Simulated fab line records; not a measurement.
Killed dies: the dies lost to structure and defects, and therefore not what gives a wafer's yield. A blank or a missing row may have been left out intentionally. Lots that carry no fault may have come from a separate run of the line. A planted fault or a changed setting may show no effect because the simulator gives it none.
Struck lot and sound lot, side by side ; flow n5_finfet ; 36 steps out of a route of 1938
Sound: the wafers L617.2, L617.3, L617.4. Struck: wafers L639.1, L639.6. (L639.5 of the same lot was not struck and is left out.) The cause comes at the end.
Order at every step that has rows: each side's tool, ch and its chambers, its first start. Under that, the readings that differ: sound wafers ; struck wafers ; difference of the means ; sigmas: that difference in standard deviations of wafers without a fault.
alike: words and numbers the same on both sides, and readings whose means are apart by under 2 such deviations; not compared: readings that were withheld, readings missing a value for some wafer, numbers with overlapping values and no deviation given by the record, and bounds like >300 which may hide the same value.
A row with sigmas, a row that says differs or no value, or rows on one side alone: a step with any of these is where the two part. When numbers do not overlap yet have no deviation, they are printed without sigmas and do not part them. A reading that every wafer of one side lacks parts them only if that side has two wafers or more.

first, 12 steps without rows for these wafers: N5_BEOL_M5_ALD_86 (deposits TaN, pulse time 2 s, purge time 3 s, co reactant purge time 2 s); N5_BEOL_M5_SURFACE_TREAT_87; N5_BEOL_M5_CVD_47 (deposits Co from CCTBA/H2, target thk 3 nm, time 216 s); N5_BEOL_M5_SPUTTER_48 (material Cu, target thk 15 nm, time 27.62 s); N5_BEOL_M5_ANNEAL_49 (time 1800 s); N5_BEOL_M5_SPUTTER_81 (material Cu, target thk 15 nm, time 27.62 s); N5_BEOL_M5_ANNEAL_82 (time 1800 s); N5_BEOL_M5_SPUTTER_83 (material Cu, target thk 15 nm, time 27.62 s); N5_BEOL_M5_ANNEAL_84 (time 1800 s); N5_BEOL_M5_SPUTTER_88 (material Cu, target thk 15 nm, time 27.62 s); N5_BEOL_M5_ANNEAL_89 (time 1800 s); N5_BEOL_M5_SPUTTER_90 (material Cu, target thk 4.5 nm, time 8.29 s).
N5_BEOL_M5_ECD_50: material Cu, target thk 300 nm.
  sound on ecd_cu-01 ch 0,1, day 10 09:16; struck on ecd_cu-01 ch 0,1, day 15 00:21
then, 22 steps without rows for these wafers: N5_BEOL_M5_ANNEAL_51 (time 90 s); N5_BEOL_M5_CMP_52 (polishes, stops on SiCOH lowk, t overpolish 6.9 s, target thk 62 nm); N5_BEOL_M5_PRE_CLEAN_77 (time 15 s); N5_BEOL_M5_CO_CAP_78 (material Co, precursor CCTBA/H2, target thk 2 nm, time 102.1 s); N5_BEOL_M5_PRE_CLEAN_55 (time 15 s); N5_BEOL_M5_DEP_56 (deposits SiCN from 3MS/NH3, target thk 8 nm, time 14 s); N5_BEOL_M6_ILD_DEP_00 (deposits SiCOH lowk from DEMS/porogen, target thk 179.75 nm, time 33.4 s); N5_BEOL_M6_CURE_74 (cures SiCOH lowk, time 240 s); N5_BEOL_M6_PECVD_70 (deposits SiO2 from TEOS/O2, target thk 20 nm, time 22.7 s); N5_BEOL_M6_HM_DEP_02 (deposits TiN, target thk 20 nm); N5_BEOL_M6_COAT_59 (time 60 s, resist thk 100 nm); N5_BEOL_M6_COAT_60 (time 60 s, resist thk 35 nm); N5_BEOL_M6_COAT_05 (resist thk 90 nm); N5_BEOL_M6_EBR_07; N5_BEOL_M6_SOFTBAKE_06 (time 60 s); N5_BEOL_M6_EXPOSE_08 (exposes mask M6); N5_BEOL_M6_PEB_09 (peb time 60 s); N5_BEOL_M6_DEVELOP_10 (develop time 30 s); N5_BEOL_M6_DESCUM_16 (chemistry O2, time 7.9 s); N5_BEOL_M6_ETCH_61 (etches SiARC in CF4, target depth 45.5 nm, time 75.8 s); N5_BEOL_M6_ETCH_62 (etches SOC in N2/H2, target depth 110 nm, overetch 22 nm, time 165 s); N5_BEOL_M6_STRIP_68 (strips in N2/H2).
-- the record jumps here: 4 days lie between the struck wafers' starts before and after (it left off in module BEOL_M6 and takes up again in module PASSIVATION, whose first step shown is number 1936 of the route) --
N5_PASSIVATION_PROBE_49:
  record: rows for the struck wafers here (prober-02, day 19 02:35), none for the sound ones

## WHERE THEY PART
N5_PASSIVATION_PROBE_49 only, going by this record.

WHY: what had been put in by the simulator
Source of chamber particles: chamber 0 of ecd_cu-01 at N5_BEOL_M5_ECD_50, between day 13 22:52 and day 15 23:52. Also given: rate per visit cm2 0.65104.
